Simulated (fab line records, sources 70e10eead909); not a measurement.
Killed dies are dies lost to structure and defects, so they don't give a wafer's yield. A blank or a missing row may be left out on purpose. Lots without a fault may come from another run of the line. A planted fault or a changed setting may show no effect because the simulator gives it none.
Chamber matching | flow nand_harc | NHARC_A_STAIRCASE_CMP_450 on cmp-03: 4 sister chambers
The step polishes SiO2, target thk 200 nm. 4 wafers are shown with their chamber, then 8 later ones without.

WAFERS WITH THEIR CHAMBER
wafer  | chamber | motor_current_A (A)
L196.4 | 0       | 14.8
L197.5 | 1       | 10.6
L197.6 | 2       | 12.4
L201.1 | 3       | 11.8

WAFERS WITHOUT THEIR CHAMBER
wafer  | motor_current_A (A)
L201.2 | 11.3
L201.4 | 15.1
L200.1 | 12.6
L200.4 | 12.9
L200.6 | 12.6
L204.1 | 10.9
L204.4 | 12.9
L204.5 | 12.1

WHICH CHAMBER EACH WENT THROUGH
wafer  | from the rows above          | in truth
L201.2 | can't be placed: 3 or 1 or 2 | 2
L201.4 | 0                            | 0
L200.1 | can't be placed: 2 or 3      | 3
L200.4 | can't be placed: 2 or 3      | 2
L200.6 | can't be placed: 2 or 3      | 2
L204.1 | can't be placed: 1 or 3      | 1
L204.4 | can't be placed: 2 or 3      | 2
L204.5 | can't be placed: 3 or 2      | 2
Placed correctly: 1 of 8. Can't be placed from these rows: 7 (the true chamber is among the candidates in 7). Placed wrongly: 0.
How it was worked out, from the rows above alone: a wafer's distance from a chamber is the root of the sum, over the readings, of the square of ((its reading less the chamber's mean) divided by the reading's scatter). The wafer belongs to the nearest chamber; if the next one is less than 2 further off, it can't be placed. A chamber's mean is the mean of its shown wafers. The scatter: with one shown wafer a chamber, the root of the mean of the squares of how far each hidden wafer lies from its nearest shown one.
